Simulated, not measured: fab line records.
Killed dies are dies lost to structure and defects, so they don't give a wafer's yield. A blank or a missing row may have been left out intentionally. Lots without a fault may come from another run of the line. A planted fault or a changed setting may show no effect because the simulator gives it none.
fab line records | flow n5Finfet
record: lots: 10 | wafers: 30 | lastDay: 17
route steps=1938 shown BEOL_M14@1757
lots that met no fault: taken from a fault-free run of the same line
startH: start of the lot's first displayed wafer, in hours after the record's first day | waitH: hours elapsed since this lot's preceding step | " same as the row above | L1.1+2: several wafers, shown together as one row | - either no value or no given start | * or withheld: withheld | < > ~ a bound
route shown NAME@n: a module of which the file shows steps, and the number in the route of the first | usual: mean/standard deviation taken from wafers without a fault | same: alike in all rows | chamber/n: place in a boat | sites: each site's reading | _std_site: their standard deviation | _edge_site: mean of outer sites minus mean of inner sites | radiusMm: for every site, how far away it sits from the centre of the wafer | mask NAME#n: copy n | behind: tool/chamber where the wafer was last shaped | hold: why the lot went on hold/how many hours it stayed there/how the hold came to an end | device: whichever transistor did not switch (one of n, p or np) | end of line: the route-end tests of the same wafers | a step given without rows: its recipe and nothing more | killed: at the first sort, the dies lost to defects and structure; wafer yield is something else | map: per-die view of a wafer (x killed, . not killed, _ where there is no die)
set.NAME: setting as actually run; set.NAME@STEP: the setting as run at that earlier step | model.NAME: the simulator's own value behind a step, which no gauge read
steps of the route over a sample of lots; a table a step, a row a wafer
services: from which hour (startH, from the record's first day; less than 0 if before it) a tool's chamber was out of use, for how many hours, and why
== steps ==
step: N5_BEOL_M14_ETCH_38
recipe: chemistry: CF4/N2 | target: SiCN | targetDepthA: 1065 | taperDeg: 2 | timeS: 120.6 | ionEnergyEv: 150 | maskMaterial: SiO2 | pressureMtorr: 40 | sourceW: 430 | biasW: 70 | Ar_flow_sccm: 100 | cf4FlowSccm: 60 | n2FlowSccm: 60
usual: cf4FlowSccm: 60.00/0.17 | chamberPressureMTorr: 40.00/0.038 | drypumpMotorCurrentA: 5.7/0.35 | oesProductAu: 0.80/0.069 | rfVppV: 381.8/1.7 | showerheadPlenumPTorr: 2.18/0.064 | throttleValvePct: 15.30/0.12
same: timeS: 120.6
lot.wafer | tool       | chamber | startH | waitH | cf4FlowSccm | chamberPressureMTorr | drypumpMotorCurrentA | oesProductAu | rfHoursCounterH | rfVppV | showerheadPlenumPTorr | throttleValvePct
L299.2    | rieDiel-06 | 3       | -      | -     | 59.97       | 40.05                | 6.2                  | 0.67         | 249             | 377.6  | 2.09                  | 15.59
L299.3    | "          | 0       | "      | "     | 60.12       | 39.95                | 5.3                  | 0.80         | 73              | 385.0  | 2.33                  | 15.33
L299.5    | "          | 0       | "      | "     | 59.76       | 39.99                | 5.3                  | 0.80         | -               | 385.9  | 2.33                  | 15.33
L302.2    | rieDiel-02 | 2       | -      | -     | 60.01       | 39.98                | 5.7                  | 0.84         | 71              | 381.4  | 2.15                  | 15.21
L302.4    | "          | 1       | "      | "     | 60.29       | 40.01                | 5.8                  | 0.84         | 50              | 380.1  | 2.15                  | 15.21
L302.5    | "          | 2       | "      | "     | 60.02       | 40.04                | 5.7                  | 0.83         | -               | 381.8  | 2.15                  | 15.21
L304.3    | rieDiel-02 | 0       | -      | -     | 59.68       | 39.99                | 5.9                  | 0.70         | 200             | 383.8  | 2.27                  | 15.28
L304.4    | "          | 1       | "      | "     | 59.90       | 39.98                | 5.9                  | 0.84         | 52              | 381.2  | 2.15                  | 15.21
L304.6    | "          | 2       | "      | "     | 60.11       | 39.96                | 5.6                  | 0.83         | -               | 380.6  | 2.15                  | 15.21
L305.1    | rieDiel-02 | 3       | -      | -     | 60.32       | 40.02                | 5.2                  | 0.70         | 223             | 384.3  | 2.27                  | 15.45
L305.3    | "          | 2       | "      | "     | 60.36       | 40.09                | 5.7                  | 0.83         | 75              | 381.1  | 2.15                  | 15.21
L305.4    | "          | 1       | "      | "     | 59.62       | 40.02                | 5.8                  | 0.84         | 53              | 381.1  | 2.15                  | 15.21
L313.1    | rieDiel-02 | 0       | -      | -     | 59.76       | 40.05                | 5.9                  | 0.68         | 225             | 384.0  | 2.26                  | 15.32
L313.3    | "          | 2       | "      | "     | 60.39       | 40.00                | 5.7                  | 0.81         | 97              | 381.8  | 2.14                  | 15.27
L313.5    | "          | 0       | "      | "     | 59.70       | 40.07                | 5.9                  | 0.68         | -               | 384.2  | 2.26                  | 15.32
L314.3    | rieDiel-02 | 1       | -      | -     | 59.82       | 39.98                | 5.8                  | 0.80         | 78              | 379.9  | 2.14                  | 15.27
L314.5    | "          | 0       | "      | "     | 60.21       | 40.00                | 5.9                  | 0.69         | -               | 383.0  | 2.26                  | 15.33
L314.6    | "          | 2       | "      | "     | 59.89       | 40.03                | 5.7                  | 0.81         | -               | 381.1  | 2.14                  | 15.25
L315.1    | rieDiel-01 | 1       | -      | -     | 60.19       | 40.01                | 5.6                  | 0.88         | 30              | 380.1  | 2.16                  | 15.53
L315.2    | "          | 2       | "      | "     | 60.13       | 40.02                | 5.8                  | 0.79         | 114             | 380.5  | 2.13                  | 15.11
L315.4    | "          | 3       | "      | "     | 59.87       | 39.93                | 6.4                  | 0.85         | 70              | 380.1  | 2.15                  | 15.28
L316.1    | rieDiel-01 | 0       | -      | -     | 60.05       | 39.93                | 5.2                  | 0.86         | 65              | 380.6  | 2.14                  | 15.33
L316.2    | "          | 3       | "      | "     | 60.10       | 39.99                | 6.4                  | 0.84         | 77              | 381.8  | 2.15                  | 15.27
L316.4    | "          | 2       | "      | "     | 60.12       | 39.93                | 5.8                  | 0.78         | 120             | 380.9  | 2.13                  | 15.12
L317.1    | rieDiel-06 | 1       | -      | -     | 59.97       | 40.02                | 5.6                  | 0.69         | 237             | 381.6  | 2.17                  | 15.48
L317.2    | "          | 2       | "      | "     | 59.99       | 39.96                | 5.7                  | 0.82         | 83              | 380.9  | 2.14                  | 15.33
L317.6    | "          | 3       | "      | "     | 60.07       | 40.01                | 6.2                  | 0.91         | -               | 386.0  | 2.34                  | 15.18
L320.1    | rieDiel-01 | 3       | -      | -     | 59.97       | 40.00                | 6.4                  | 0.83         | 82              | 381.5  | 2.15                  | 15.30
L320.2    | "          | 1       | "      | "     | 60.16       | 40.01                | 5.5                  | 0.87         | 40              | 381.1  | 2.16                  | 15.54
L320.5    | "          | 1       | "      | "     | 60.00       | 40.01                | 5.5                  | 0.86         | -               | 381.5  | 2.16                  | 15.53
step: N5_BEOL_M14_SPUTTER_45
recipe: material: Cu | targetThkA: 1000 | tempC: -20 | biasV: 60 | powerW: 26000 | chamberPressurePa: 0.13 | timeS: 16.67
usual: cathodeDcPowerW: 26000/5.3 | throttleValvePct: 29.7/1
same: timeS: 16.67
lot.wafer | tool          | chamber | startH | waitH | cathodeDcPowerW | throttleValvePct
L299.2    | pvdSputter-03 | -       | 241.65 | 0.0   | 26001           | 32.1
L299.3    | "             | -       | "      | "     | 25999           | 29.9
L299.5    | "             | -       | "      | "     | 25993           | 29.7
L302.2    | pvdSputter-03 | -       | 267.51 | 0.0   | 25990           | 29.6
L302.4    | "             | -       | "      | "     | 26002           | 32.1
L302.5    | "             | -       | "      | "     | 25997           | 29.5
L304.3    | pvdSputter-02 | -       | 274.15 | 0.0   | 25998           | 27.8
L304.4    | "             | -       | "      | "     | 26007           | 29.8
L304.6    | "             | -       | "      | "     | 25993           | 30.0
L305.1    | pvdSputter-03 | -       | 279.78 | 0.0   | 26005           | 31.8
L305.3    | "             | -       | "      | "     | 25994           | 29.9
L305.4    | "             | -       | "      | "     | 25998           | 29.4
L313.1    | pvdSputter-03 | -       | 347.08 | 0.0   | 24846           | 29.9
L313.3    | "             | -       | "      | "     | 24850           | 31.8
L313.5    | "             | -       | "      | "     | 24848           | 29.5
L314.3    | pvdSputter-03 | -       | 347.44 | 0.0   | 24857           | 29.2
L314.5    | "             | -       | "      | "     | 24846           | 29.6
L314.6    | "             | -       | "      | "     | 24851           | 29.7
L315.1    | pvdSputter-02 | -       | 349.55 | 0.0   | 25997           | 30.0
L315.2    | "             | -       | "      | "     | 26006           | 29.8
L315.4    | "             | -       | "      | "     | 25991           | 28.8
L316.1    | pvdSputter-02 | -       | 365.01 | 0.0   | 26001           | 27.8
L316.2    | "             | -       | "      | "     | 26004           | 28.7
L316.4    | "             | -       | "      | "     | 26003           | 30.0
L317.1    | pvdSputter-01 | -       | 369.67 | 0.0   | 26000           | 30.2
L317.2    | "             | -       | "      | "     | 26003           | 29.9
L317.6    | "             | -       | "      | "     | 26006           | 28.4
L320.1    | pvdSputter-02 | -       | 379.46 | 0.0   | 25991           | 29.8
L320.2    | "             | -       | "      | "     | 26003           | 29.5
L320.5    | "             | -       | "      | "     | 25999           | 28.7
step: N5_BEOL_M14_CMP_49
recipe: stopOn: SiO2 | tOverpolishS: 5.2 | downForcePsi: 2 | platenRpm: 80 | clearingPlatenDownForcePsi: 2 | clearingPlatenRpm: 80 | postCmpClean: cuAlkaline | targetThkNm: 560 | clearingPlatenPadVelocityMS: 1.5917 | padVelocityMS: 1.5917
usual: barrierFieldEndpointS: 11.30/0.28 | clearingPlatenDownForcePsi: 2.000/0.0041 | motorCurrentA: 7.4/0.89 | overpolishRunS: 5.200/0.0096 | slurryFlowMlMin: 150.1/0.51 | timeToEndpointS: 119/4.2
lot.wafer | tool   | chamber | startH | waitH | barrierFieldEndpointS | clearingPlatenDownForcePsi | motorCurrentA | overpolishRunS | slurryFlowMlMin | timeToEndpointS
L299.2    | cmp-04 | 3       | 242.26 | 0.2   | 10.99                 | 2.007                      | 6.5           | 5.208          | 149.9           | 113
L299.3    | "      | 0       | "      | "     | 11.64                 | 2.004                      | 6.9           | 5.191          | 150.0           | 121
L299.5    | "      | 3       | "      | "     | 11.18                 | 1.997                      | 6.3           | 5.191          | 150.0           | 118
L302.4    | cmp-03 | 2       | 268.15 | 0.2   | 11.64                 | 2.002                      | 7.1           | 5.209          | 150.5           | 124
L302.2    | "      | 3       | "      | "     | 11.07                 | 1.995                      | 8.9           | 5.201          | 150.5           | 113
L302.5    | "      | 2       | "      | "     | 11.19                 | 2.004                      | 7.5           | 5.197          | 150.0           | 119
L304.4    | cmp-04 | 0       | 274.96 | 0.1   | 11.82                 | 1.993                      | 6.9           | 5.210          | 148.8           | 122
L304.3    | "      | 2       | "      | "     | 11.40                 | 2.004                      | 7.1           | 5.188          | 150.4           | 116
L304.6    | "      | 1       | "      | "     | 11.33                 | 1.993                      | 6.9           | 5.191          | 150.4           | 119
L305.3    | cmp-04 | 0       | 280.97 | 0.7   | 11.32                 | 2.000                      | 7.0           | 5.200          | 150.1           | 126
L305.1    | "      | 2       | "      | "     | 11.26                 | 2.001                      | 7.2           | 5.217          | 150.9           | 123
L305.4    | "      | 3       | "      | "     | 11.13                 | 2.003                      | 6.7           | 5.181          | 149.4           | 120
L313.1    | cmp-02 | 1       | 347.72 | 0.3   | 11.49                 | 2.006                      | 8.2           | 5.192          | 149.7           | 121
L313.3    | "      | 3       | "      | "     | 11.55                 | 2.002                      | 8.4           | 5.192          | 150.2           | 119
L313.5    | "      | 1       | "      | "     | 11.58                 | 2.000                      | 8.3           | 5.217          | 149.5           | 122
L314.3    | cmp-04 | 2       | 348.08 | 0.2   | 11.47                 | 2.001                      | 7.6           | 5.197          | 149.2           | 119
L314.6    | "      | 1       | "      | "     | 11.23                 | 1.996                      | 6.4           | 5.199          | 150.3           | 120
L314.5    | "      | 2       | "      | "     | 10.90                 | 2.000                      | 7.4           | 5.203          | 149.4           | 114
L315.1    | cmp-03 | 0       | 350.27 | 0.4   | 11.04                 | 1.997                      | 7.9           | 5.200          | 151.2           | 115
L315.4    | "      | 2       | "      | "     | 10.86                 | 1.996                      | 7.7           | 5.197          | 150.1           | 114
L315.2    | "      | 3       | "      | "     | 10.96                 | 1.998                      | 9.0           | 5.202          | 149.9           | 114
L316.2    | cmp-04 | 3       | 365.86 | 0.2   | 11.36                 | 2.000                      | 6.3           | 5.195          | 150.1           | 123
L316.1    | "      | 0       | "      | "     | 11.89                 | 1.993                      | 7.2           | 5.199          | 149.5           | 128
L316.4    | "      | 1       | "      | "     | 11.49                 | 2.001                      | 6.7           | 5.198          | 149.7           | 124
L317.1    | cmp-02 | 0       | 370.28 | 0.3   | 11.77                 | 2.008                      | 8.4           | 5.181          | 150.7           | 129
L317.2    | "      | 3       | "      | "     | 11.76                 | 2.000                      | 8.8           | 5.196          | 150.1           | 130
L317.6    | "      | 0       | "      | "     | 11.32                 | 2.010                      | 8.2           | 5.195          | 151.5           | 122
L320.1    | cmp-04 | 0       | 380.06 | 0.3   | 11.56                 | 2.005                      | 7.1           | 5.207          | 150.8           | 120
L320.2    | "      | 2       | "      | "     | 11.17                 | 1.998                      | 7.1           | 5.202          | 150.7           | 117
L320.5    | "      | 1       | "      | "     | 11.30                 | 2.003                      | 6.8           | 5.215          | 150.0           | 118
step: N5_BEOL_M14_INSPECT_55
recipe: inspectInstrument: darkfield | mode: postDep
usual: rawDefectCount: 74/27
lot.wafer | tool             | chamber | startH | waitH | rawDefectCount
L299.2    | defectInspect-01 | -       | 242.71 | 0.0   | 94
L299.3    | "                | -       | "      | "     | 86
L299.5    | "                | -       | "      | "     | 86
L302.2    | defectInspect-02 | -       | 268.56 | 0.0   | 78
L302.4    | "                | -       | "      | "     | 62
L302.5    | "                | -       | "      | "     | 90
L304.3    | defectInspect-02 | -       | 275.41 | 0.0   | 49
L304.4    | "                | -       | "      | "     | 69
L304.6    | "                | -       | "      | "     | 42
L305.1    | defectInspect-02 | -       | 281.42 | 0.0   | 123
L305.3    | "                | -       | "      | "     | 54
L305.4    | "                | -       | "      | "     | 104
L313.1    | defectInspect-01 | -       | 348.14 | 0.0   | 106
L313.3    | "                | -       | "      | "     | 94
L313.5    | "                | -       | "      | "     | 82
L314.3    | defectInspect-01 | -       | 348.50 | 0.0   | 63
L314.5    | "                | -       | "      | "     | 80
L314.6    | "                | -       | "      | "     | 68
L315.1    | defectInspect-01 | -       | 350.72 | 0.0   | 109
L315.2    | "                | -       | "      | "     | 110
L315.4    | "                | -       | "      | "     | 56
L316.1    | defectInspect-02 | -       | 366.31 | 0.0   | 111
L316.2    | "                | -       | "      | "     | 132
L316.4    | "                | -       | "      | "     | 66
L317.1    | defectInspect-02 | -       | 370.74 | 0.0   | 63
L317.2    | "                | -       | "      | "     | 66
L317.6    | "                | -       | "      | "     | 34
L320.1    | defectInspect-02 | -       | 380.51 | 0.0   | 96
L320.2    | "                | -       | "      | "     | 132
L320.5    | "                | -       | "      | "     | 102
== services ==
tool       | chamber | startH | hours | kind
cmp-02     | -       | 241.38 | 6.9   | pm
cmp-03     | -       | 249.33 | 2.6   | repair
cmp-04     | -       | 249.36 | 3.8   | repair
cmp-02     | -       | 256.49 | 35.2  | repair
cmp-04     | -       | 260.25 | 4.0   | pm
cmp-04     | -       | 264.25 | -     | consumableReplace:conditioner
cmp-04     | -       | 264.25 | -     | consumableReplace:pad
cmp-03     | -       | 264.99 | 0.5   | repair
cmp-03     | -       | 280.06 | 2.3   | repair
rieDiel-02 | 2       | 281.00 | 6.7   | repair
cmp-03     | -       | 299.39 | 2.2   | repair
rieDiel-01 | 2       | 307.95 | 1.8   | repair
cmp-04     | -       | 320.93 | 0.4   | repair
cmp-04     | -       | 326.12 | 0.6   | repair
cmp-03     | -       | 328.65 | 4.0   | pm
cmp-02     | -       | 337.23 | 1.5   | repair
cmp-03     | -       | 343.66 | 1.3   | repair
cmp-04     | -       | 349.13 | 2.2   | repair
cmp-02     | -       | 350.18 | 0.4   | repair
rieDiel-06 | 0       | 360.39 | 6.0   | repair
cmp-03     | -       | 362.85 | 0.3   | repair
cmp-03     | -       | 368.23 | 6.7   | repair
rieDiel-01 | 1       | 371.83 | 1.8   | repair
cmp-02     | -       | 372.34 | 0.5   | repair
== key ==
firstSign: step: N5_BEOL_M14_SPUTTER_45 | reading: cathodeDcPowerW | direction: down | sigmas: 99+ | usual: * | struck: *
effect none on later readings
metAt N5_BEOL_M14_SPUTTER_45
struckLots L313,L314
notActingAt N5_BEOL_M14_ETCH_38,N5_BEOL_M14_CMP_49,N5_BEOL_M14_INSPECT_55
onsetBetween 279.78 347.08
fault: kind: processParameterDrift | tool: pvdSputter-03 | chamber: - | onsetH: 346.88 | steps: N5_BEOL_M14_SPUTTER_45 | channel: powerW | offset: * | shape: step | endH: 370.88 | actsIn: * | stated: *
